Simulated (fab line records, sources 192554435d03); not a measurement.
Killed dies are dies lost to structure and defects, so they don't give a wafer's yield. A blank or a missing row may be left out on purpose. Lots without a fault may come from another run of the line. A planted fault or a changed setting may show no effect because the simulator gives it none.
fab line records | flow n5_finfet | part 2 of 2: steps 8 to 8 of 8
record lots=12 wafers=36 last_day=15
route steps=1938 shown BEOL_M9@1424 BEOL_M15@1830
lots that met no fault: from a run of the same line without faults
start_h: hours from the record's first day to the start of the lot's first wafer shown | wait_h: hours since the lot's step before | " the same as in the row above | L1.1+2: a row that stands for several wafers | - no value, or no start given | * or withheld: withheld | < > ~ a bound
route shown NAME@n: a module of which the file shows steps, and the number in the route of the first | usual: mean/standard deviation of fault-free wafers | same: alike in all rows | chamber/n: place in a boat | sites: the reading at each site | _std_site: their standard deviation | _edge_site: outer sites' mean less inner sites' | radius_mm: how far each site lies from the wafer's centre | mask NAME#n: copy n | behind: the tool/chamber that last shaped the wafer | hold: why the lot was held/for how many hours/how that ended | device: the transistor (n, p or np) that didn't switch | end of line: the same wafers' tests at the end of the route | a step without rows: its recipe alone | killed: dies lost to structure and defects at the first sort, not the wafer's yield | map: a wafer's dies, x killed, . not, _ none there
set.NAME: the setting as run; set.NAME@STEP: as run at that earlier step | model.NAME: the simulator's own value behind a step, which no gauge read
steps of the route over a sample of lots; a table a step, a row a wafer
services: from which hour (start_h, from the record's first day; less than 0 if before it) a tool's chamber was out of use, for how many hours, and why
## steps
# step N5_BEOL_M15_RC_MEAS_101
# usual COMB_M10=1.5e-11/3.3e-12 COMB_M11=1.46e-11/2.8e-12 COMB_M12=7e-12/1.5e-12 COMB_M13=5.4e-12/1.1e-12 COMB_M14=3.9e-12/1e-12 COMB_M15=3e-12/8e-13 COMB_M15_max_site=4.1e-12/1e-12 COMB_M5=3.6e-11/7.3e-12 COMB_M6=2.7e-11/4.4e-12 COMB_M6_max_site=3.9e-11/7.9e-12 COMB_M7=2.6e-11/5.2e-12 COMB_M8=2.7e-11/5.3e-12 COMB_M8_max_site=3.8e-11/8.7e-12 SERP_M10=3.00/0.11 SERP_M11=3.12/0.096 SERP_M12=0.636/0.021 SERP_M13=0.312/0.0068 SERP_M13_max_site=0.316/0.007 SERP_M14=0.159/0.0059 SERP_M5=39.4/1.8 SERP_M5_max_site=41.0/2 SERP_M6=13.6/0.64 SERP_M7=14.1/0.64 SERP_M8=14.0/0.79 SERP_M9=3.09/0.09 SERP_M9_max_site=3.18/0.094
# columns lot.wafer tool chamber start_h wait_h COMB_M10[S/m] COMB_M11[S/m] COMB_M12[S/m] COMB_M13[S/m] COMB_M14[S/m] COMB_M15[S/m] COMB_M15_max_site[S/m] COMB_M5[S/m] COMB_M6[S/m] COMB_M6_max_site[S/m] COMB_M7[S/m] COMB_M8[S/m] COMB_M8_max_site[S/m] SERP_M10[ohm/um] SERP_M11[ohm/um] SERP_M12[ohm/um] SERP_M13[ohm/um] SERP_M13_max_site[ohm/um] SERP_M14[ohm/um] SERP_M5[ohm/um] SERP_M5_max_site[ohm/um] SERP_M6[ohm/um] SERP_M7[ohm/um] SERP_M8[ohm/um] SERP_M9[ohm/um] SERP_M9_max_site[ohm/um]
L739.1 prober-02 0 239.93 0.0 1.9e-11 1.37e-11 9.3e-12 7.2e-12 4.8e-12 3.9e-12 5.5e-12 3.6e-11 2.4e-11 4.4e-11 2.6e-11 3.7e-11 4.7e-11 3.03 3.15 0.589 0.304 0.308 0.170 44.0 44.5 14.0 14.0 13.8 3.17 3.31
L739.2 " 0 " " 1.5e-11 1.6e-11 7.6e-12 6.3e-12 4.3e-12 3.8e-12 4.6e-12 4.3e-11 2.5e-11 4e-11 3e-11 1.9e-11 2.6e-11 2.94 3.11 0.614 0.310 0.313 0.173 39.9 41.7 13.7 14.2 13.8 3.10 3.25
L739.4 " 0 " " 1e-11 1.29e-11 6.9e-12 6.1e-12 5.6e-12 3.3e-12 4.2e-12 3.6e-11 2.4e-11 4.2e-11 2.8e-11 2e-11 3e-11 3.08 3.11 0.644 0.310 0.313 0.151 40.5 42.2 13.4 14.0 13.6 3.03 3.07
L741.1 prober-01 0 257.88 0.0 1.2e-11 1.29e-11 4.4e-12 5.5e-12 2.4e-12 1.8e-12 3e-12 2.8e-11 2.3e-11 3.3e-11 3.3e-11 2.5e-11 3.8e-11 3.12 3.04 0.648 0.306 0.310 0.152 39.3 40.1 13.6 14.3 14.8 3.19 3.26
L741.2 " 0 " " 1.1e-11 1.09e-11 7.4e-12 5.5e-12 2.9e-12 2e-12 3.3e-12 2.7e-11 1.8e-11 2.3e-11 2.4e-11 2.5e-11 3.5e-11 2.77 3.26 0.676 0.311 0.314 0.154 41.2 42.6 14.4 14.5 13.6 3.03 3.14
L741.4 " 0 " " 1.2e-11 1.05e-11 4.1e-12 4e-12 2e-12 2.4e-12 3.1e-12 3e-11 2.6e-11 3.4e-11 3.1e-11 1.8e-11 2.4e-11 2.86 3.12 0.650 0.307 0.311 0.164 39.7 40.6 13.1 13.3 14.1 3.16 3.21
L740.3 prober-02 0 262.00 0.3 1.2e-11 1.46e-11 7.2e-12 5e-12 4.8e-12 3.4e-12 3.8e-12 3.3e-11 2.4e-11 3e-11 2.2e-11 2.7e-11 3.5e-11 3.06 3.13 0.619 0.315 0.319 0.151 38.3 39.9 13.9 14.3 15.1 3.12 3.19
L740.4 " 0 " " 1.4e-11 1.5e-11 8.6e-12 7e-12 4.7e-12 3.9e-12 4.8e-12 3.4e-11 3e-11 3.8e-11 3.6e-11 2.7e-11 4.2e-11 2.99 3.11 0.657 0.307 0.312 0.169 40.9 41.3 12.9 14.3 14.0 3.11 3.19
L740.6 " 0 " " 1.3e-11 1.14e-11 9.6e-12 6.2e-12 5.3e-12 3.3e-12 4.5e-12 3.3e-11 2.9e-11 3.9e-11 2.3e-11 3.2e-11 4.4e-11 3.08 3.17 0.631 0.301 0.303 0.152 36.8 38.1 13.3 14.6 14.7 3.07 3.13
L742.1 prober-01 0 272.76 0.0 1.7e-11 1.48e-11 6e-12 4.8e-12 4.6e-12 2.1e-12 4e-12 4.2e-11 2.9e-11 4.7e-11 2.4e-11 2.5e-11 3e-11 3.11 3.08 0.644 0.313 0.316 0.151 35.7 36.4 12.9 13.6 14.1 3.06 3.17
L742.2 " 0 " " 1.2e-11 1.34e-11 6.8e-12 4e-12 4.4e-12 1.7e-12 2.4e-12 3e-11 2.7e-11 3.8e-11 2.2e-11 2.2e-11 2.9e-11 2.93 3.26 0.623 0.308 0.311 0.149 39.4 40.4 14.8 14.6 14.6 2.95 3.19
L742.5 " 0 " " 1.6e-11 1.3e-11 4.9e-12 5.4e-12 2.6e-12 2.1e-12 3.2e-12 3e-11 3.9e-11 5.7e-11 1.6e-11 2.2e-11 3.8e-11 3.08 3.01 0.642 0.310 0.315 0.153 40.1 40.9 13.1 14.2 14.2 3.07 3.24
L743.2 prober-02 0 282.43 0.2 1.5e-11 1.67e-11 8.3e-12 5.5e-12 6.8e-12 3.4e-12 4.2e-12 3.2e-11 2.4e-11 3e-11 2.6e-11 2.4e-11 3.6e-11 3.13 3.14 0.643 0.314 0.315 0.157 40.4 41.8 13.0 12.7 12.8 2.97 3.14
L743.3 " 0 " " 1.5e-11 1.66e-11 8.6e-12 4.8e-12 4.7e-12 3.4e-12 4.2e-12 3.2e-11 3e-11 4.7e-11 2e-11 2.2e-11 2.9e-11 2.82 3.24 0.646 0.315 0.317 0.161 39.3 40.2 13.7 13.4 14.1 3.12 3.18
L743.5 " 0 " " 1.3e-11 1.63e-11 6.9e-12 6.5e-12 3.9e-12 3.4e-12 4.5e-12 3e-11 2.6e-11 3.8e-11 2.6e-11 2.6e-11 3.1e-11 3.06 3.14 0.600 0.324 0.327 0.167 38.3 40.8 14.1 13.5 13.5 3.06 3.10
L744.1 prober-01 0 283.26 0.0 1.6e-11 1.23e-11 6.3e-12 4.9e-12 2.2e-12 1.8e-12 2.4e-12 2.1e-11 2.7e-11 3.9e-11 2.5e-11 2.8e-11 3.3e-11 2.93 3.05 0.633 0.310 0.313 0.158 39.3 42.3 14.5 14.5 13.3 3.09 3.21
L744.2 " 0 " " 1.4e-11 1.78e-11 6e-12 4.9e-12 3.6e-12 3e-12 3.8e-12 2.9e-11 2.6e-11 3.7e-11 3.1e-11 2.7e-11 3.4e-11 2.84 3.24 0.642 0.311 0.314 0.171 40.5 42.3 13.5 15.1 14.1 3.20 3.26
L744.6 " 0 " " 1.3e-11 8.7e-12 5.1e-12 3.5e-12 4.6e-12 2.6e-12 4.9e-12 3.5e-11 2.4e-11 2.7e-11 2e-11 2.1e-11 2.6e-11 3.09 3.11 0.639 0.312 0.313 0.172 38.6 39.7 12.5 13.1 14.3 3.12 3.20
L745.1 prober-01 0 291.36 0.0 1.1e-11 1.72e-11 4.6e-12 3.4e-12 3.1e-12 2.9e-12 4e-12 3.8e-11 2.4e-11 2.8e-11 1.8e-11 3e-11 3.7e-11 2.90 2.91 0.594 0.305 0.309 0.151 42.2 44.1 13.7 14.2 13.1 3.23 3.32
L745.2 " 0 " " 1.2e-11 1.73e-11 6.6e-12 4.6e-12 2.8e-12 3e-12 3.9e-12 4.2e-11 3e-11 3.7e-11 2.9e-11 3e-11 4.3e-11 3.16 2.98 0.646 0.304 0.307 0.149 38.7 40.1 13.8 15.3 13.3 3.09 3.14
L745.4 " 0 " " 1.3e-11 1.95e-11 5.8e-12 4.6e-12 3.5e-12 3.4e-12 5.6e-12 2.8e-11 2.3e-11 2.9e-11 2.2e-11 1.9e-11 2.8e-11 2.98 3.08 0.607 0.305 0.309 0.161 41.2 43.2 13.3 13.9 13.3 3.09 3.15
L747.1 prober-02 0 292.01 0.3 1.3e-11 1.91e-11 7.6e-12 5.7e-12 4.6e-12 3.3e-12 4.3e-12 3.7e-11 3.2e-11 3.9e-11 2.9e-11 2.9e-11 4.5e-11 2.98 3.00 0.619 0.316 0.318 0.168 42.5 44.4 14.5 13.8 14.7 3.08 3.26
L747.2 " 0 " " 1.6e-11 1.35e-11 6.7e-12 5e-12 4.9e-12 3.6e-12 4.1e-12 3.6e-11 2.8e-11 3.8e-11 2.2e-11 3.7e-11 4.5e-11 3.11 3.07 0.646 0.311 0.314 0.164 43.7 45.9 14.3 14.4 14.3 2.98 3.08
L747.6 " 0 " " 2e-11 1.32e-11 6.2e-12 5.3e-12 5e-12 3.3e-12 4.8e-12 3e-11 2.6e-11 5e-11 3.6e-11 3.5e-11 4.4e-11 3.20 3.08 0.615 0.324 0.328 0.163 41.3 42.1 13.8 13.8 14.2 2.97 3.05
L749.2 prober-02 0 308.24 0.2 1.4e-11 1.14e-11 8.4e-12 4.4e-12 3.6e-12 3.9e-12 4.6e-12 4.2e-11 3.7e-11 5.7e-11 2.4e-11 2.7e-11 3.9e-11 3.17 3.08 0.616 0.311 0.314 0.158 37.0 40.1 13.1 13.0 13.4 3.14 3.20
L749.4 " 0 " " 1.8e-11 1.41e-11 6.7e-12 6.3e-12 4.2e-12 4.8e-12 5.9e-12 5.5e-11 2.8e-11 3e-11 2e-11 3.1e-11 4.3e-11 2.92 3.11 0.646 0.323 0.327 0.172 36.1 37.2 16.0 14.2 15.4 2.97 3.29
L749.5 " 0 " " 1.6e-11 1.2e-11 7e-12 6.7e-12 4e-12 3.4e-12 3.9e-12 3.9e-11 3.6e-11 4.4e-11 2.8e-11 3e-11 3.3e-11 2.96 3.16 0.627 0.302 0.305 0.157 38.3 39.6 13.7 13.4 13.4 3.19 3.33
L752.1 prober-01 0 341.85 0.0 1.7e-11 1.46e-11 5.6e-12 3.6e-12 3.6e-12 2.6e-12 3.6e-12 3.8e-11 2.1e-11 3.4e-11 2.3e-11 2.6e-11 3e-11 2.89 3.04 0.650 0.323 0.326 0.170 39.9 41.1 13.9 14.8 13.6 4.82 5.01
L752.4 " 0 " " 1.6e-11 1.98e-11 6.8e-12 3.8e-12 2.8e-12 2.1e-12 3.9e-12 3.9e-11 2.2e-11 3.6e-11 2.4e-11 2.8e-11 3.7e-11 2.95 2.98 0.628 0.310 0.314 0.158 42.2 44.9 12.9 14.9 14.1 4.94 5.30
L752.5 " 0 " " 1.4e-11 1.25e-11 6.6e-12 3.3e-12 3e-12 2e-12 2.3e-12 3.2e-11 2.6e-11 3.2e-11 2.6e-11 2.8e-11 3.4e-11 2.90 3.10 0.623 0.319 0.321 0.161 41.1 43.5 12.9 14.1 12.4 4.86 5.03
L753.1 prober-01 0 345.95 0.0 1.5e-11 1.56e-11 4.6e-12 4.3e-12 2.8e-12 2.4e-12 3.8e-12 3.8e-11 3e-11 4.7e-11 2.1e-11 2.4e-11 3.5e-11 2.95 3.08 0.663 0.304 0.307 0.157 39.9 41.7 13.8 14.5 13.6 4.91 5.05
L753.3 " 0 " " 1.1e-11 1.24e-11 6e-12 5.1e-12 3.4e-12 1.8e-12 2.6e-12 2.9e-11 2.2e-11 3.4e-11 2.7e-11 2e-11 3.4e-11 2.91 3.16 0.664 0.323 0.326 0.156 39.8 43.5 14.0 14.4 13.5 4.54 4.72
L753.6 " 0 " " 1.9e-11 1.53e-11 5.8e-12 6.2e-12 2.2e-12 3.2e-12 5.4e-12 4.2e-11 2.7e-11 3e-11 2.8e-11 2e-11 3e-11 2.86 3.14 0.643 0.303 0.304 0.158 41.1 43.6 14.1 14.0 13.7 4.81 4.89
L754.3 prober-01 0 349.72 0.3 1.2e-11 1.55e-11 6.3e-12 3.7e-12 2.6e-12 2e-12 3.2e-12 2.8e-11 2.4e-11 3.6e-11 2.2e-11 3e-11 4.4e-11 2.97 3.14 0.615 0.309 0.313 0.155 39.3 40.0 13.4 14.6 14.4 4.96 5.02
L754.4 " 0 " " 1.3e-11 1.99e-11 6.8e-12 5.5e-12 2.6e-12 2.4e-12 3.3e-12 3e-11 2.9e-11 6.4e-11 2.4e-11 2.6e-11 3.5e-11 3.12 3.12 0.612 0.316 0.321 0.158 40.4 41.7 14.3 14.6 14.4 4.80 4.87
L754.6 " 0 " " 1e-11 1.61e-11 7.1e-12 4.3e-12 3.3e-12 2.3e-12 4.3e-12 3.9e-11 2.3e-11 2.7e-11 2.2e-11 2.7e-11 3.3e-11 2.83 3.08 0.653 0.303 0.306 0.157 36.4 37.5 14.2 13.4 14.0 4.71 4.84
# sites SERP_M9 radius_mm=0,75,75,75,75,140,140,140,140
L739.1 3.31 3.16 3.26 3.22 3.27 3.10 3.16 3.06 3.17
L741.1 3.22 3.26 3.23 3.19 3.23 3.14 3.09 3.12 3.14
L740.3 3.04 3.12 3.16 3.17 3.08 3.11 3.14 3.19 3.08
L742.1 3.17 3.06 3.07 3.08 3.10 2.92 3.02 3.00 3.03
L743.2 2.79 2.95 2.90 2.97 2.93 3.11 3.07 3.10 3.14
L744.1 3.01 3.08 3.08 3.10 3.09 3.20 3.14 3.21 3.08
L745.1 3.16 3.22 3.25 3.18 3.22 3.25 3.32 3.29 3.23
L747.1 3.08 3.03 3.07 3.08 3.06 3.11 3.26 3.22 3.20
L749.2 3.03 3.08 3.05 3.14 3.12 3.17 3.18 3.19 3.20
L752.1 4.68 4.76 4.72 4.82 4.65 4.98 4.93 5.01 4.88
L753.1 4.81 4.85 4.90 4.91 4.89 4.99 5.05 5.05 5.01
L754.3 4.89 4.96 4.97 5.02 4.98 4.96 4.92 4.93 4.87
## services
# columns tool chamber start_h hours kind
uv_cure-03 - 180.92 0.6 repair
uv_cure-02 - 193.24 0.6 repair
uv_cure-02 - 201.49 7.5 pm
uv_cure-03 - 207.16 7.5 pm
rie_diel-05 2 208.68 3.8 repair
rie_diel-05 0 221.63 2.8 repair
uv_cure-02 - 233.26 9.8 repair
rie_diel-06 1 237.52 - clean
rie_diel-06 1 237.52 - consumable_replace:focus_ring
rie_diel-06 1 237.52 21.4 scheduled_down
rie_diel-06 1 237.52 21.4 vent_cycle
uv_cure-03 - 259.37 0.8 repair
rie_diel-06 3 272.94 8.2 repair
rie_diel-05 2 292.50 6.9 repair
## key
first_sign step=N5_BEOL_M9_TRENCH_ETCH_37 reading=time_s direction=down sigmas=99+ usual=* struck=*
effect step=N5_BEOL_M9_TRENCH_ETCH_37 reading=run_length_s direction=down sigmas=21 usual=* struck=*
effect step=N5_BEOL_M9_OCD_MEAS_38 reading=trench_depth_nm direction=down sigmas=14 usual=150 struck=105
effect step=N5_BEOL_M9_THK_MEAS_53 reading=M9_THK direction=down sigmas=12 usual=139 struck=94
effect step=N5_BEOL_M9_RS_MEAS_57 reading=M9_RS direction=up sigmas=20 usual=0.153 struck=0.237
effect step=N5_BEOL_M15_RC_MEAS_101 reading=SERP_M9 direction=up sigmas=19 usual=3.09 struck=4.82
met_at N5_BEOL_M9_TRENCH_ETCH_37
struck_lots L752,L753,L754
sort_left_out L752.1,L752.4,L752.5,L753.1,L753.3,L753.6,L754.3,L754.4,L754.6
not_acting_at N5_BEOL_M9_CD_MEAS_18,N5_BEOL_M9_ETCH_66,N5_BEOL_M9_CURE_72
onset_between 265.05 287.56
fault kind=recipe_version_skew tool=rie_diel-02,rie_diel-05,rie_diel-06 chamber=- onset_h=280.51 steps=N5_BEOL_M9_TRENCH_ETCH_37 wrong_recipe.time_s=*
# sort_left_out: the simulated sort isn't trusted on such a fault, so these wafers' sort isn't shown, and their yield isn't known
